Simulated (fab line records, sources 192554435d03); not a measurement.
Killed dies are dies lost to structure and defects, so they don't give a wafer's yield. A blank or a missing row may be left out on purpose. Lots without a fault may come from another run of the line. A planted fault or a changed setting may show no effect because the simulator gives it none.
Problem report in the 8D (eight disciplines) form, filled by code | flow n5_finfet | the parts of the form that need people (team, actions taken, sign-off) are left out

1. THE PROBLEM
etch_rf_on_time_s at N5_BEOL_M4_ETCH_77 reads a mean of 6.70 s on 1 wafer of 1 lot; wafers without a fault read 5.19 s with a standard deviation of 0.1. That is +15 standard deviations from the usual mean.
The step: etches underlayer in N2/H2, target depth 6.5 nm, time 5.2 s.
First seen on wafer L953.3, day 14 01:46, on rie_diel-04. The record holds 25 wafers of 9 lots with a number at this step. Rule for "out", or "out of limits": more than 4 standard deviations from the usual mean. The other wafers with a number count as sound.

2. WHAT IT IS AND WHAT IT IS NOT
question                    | is                | is not
which readings at this step | etch_rf_on_time_s | oes_product_au, rf_vpp_V, showerhead_plenum_p_Torr, throttle_valve_pct
which lots                  | L953              | L930, L931, L932, L935, L938, L941, L942, L943
which wafers of those lots  | L953.3            | L953.1, L953.4
read on which tools         | rie_diel-04       | rie_diel-03, rie_diel-06
when                        | from day 14 01:46 | up to then (24 sound wafers)

3. SUSPECTS, AND WHAT RULES EACH OUT
Counting: a tool at a process step up to the reading stays a suspect if it ran every lot that is out. Sound lots after the first of them don't rule it out here, since some wafers of a struck lot are sound.
- rie_metal-02 at N5_BEOL_M4_HM_OPEN_17 (chemistry Cl2/BCl3, target TiN, target depth 20 nm, overetch 6 nm): kept. It ran the lot that is out, L953 (day 14 00:49); its last sound lot up to then is L930 (day 8 07:46).
- rie_diel-04 at N5_BEOL_M4_ETCH_77 (etches underlayer in N2/H2, target depth 6.5 nm, time 5.2 s): kept. It ran the lot that is out, L953 (day 14 01:46); its last sound lot up to then is L943 (day 11 17:54). Its own readings are out on those wafers: etch_rf_on_time_s.
- Within rie_diel-04 at N5_BEOL_M4_ETCH_77: the wafers that are out ran in chamber 2; their sound lot-mates ran in chambers 0, 1.
Left after counting: rie_metal-02 at N5_BEOL_M4_HM_OPEN_17, rie_diel-04 at N5_BEOL_M4_ETCH_77.

4. THE CAUSE (what the simulator had put in)
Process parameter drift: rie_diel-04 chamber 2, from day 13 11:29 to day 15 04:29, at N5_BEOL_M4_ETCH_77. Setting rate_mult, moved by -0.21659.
Counting left 2 suspects, and this tool is among them.

5. THE CHAIN OF EFFECTS, in route order
Each row: a reading whose mean over the struck wafers that have a number lies more than 3 standard deviations from the usual. Only readings for which the record gives a usual standard deviation are gone through. hours: the time from each lot's start at the first step in this table that gives one to its start at this step, as a median over the lots. sigmas: the change in usual standard deviations.
hours | step               | reading           | usual  | on struck wafers | change | sigmas
0     | N5_BEOL_M4_ETCH_77 | etch_rf_on_time_s | 5.19 s | 6.70             | +1.51  | +15
The process steps in it:
- N5_BEOL_M4_ETCH_77: etches underlayer in N2/H2, target depth 6.5 nm, time 5.2 s.
Later measuring or inspecting steps at which every struck wafer that the step has a row for has a number for every such reading, and none has moved that far: N5_BEOL_M4_RC_MEAS_101.

6. WHAT WOULD HAVE CAUGHT IT SOONER
In this record the first reading out of limits was taken at day 14 01:46, 14 hours after the fault began at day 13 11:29.
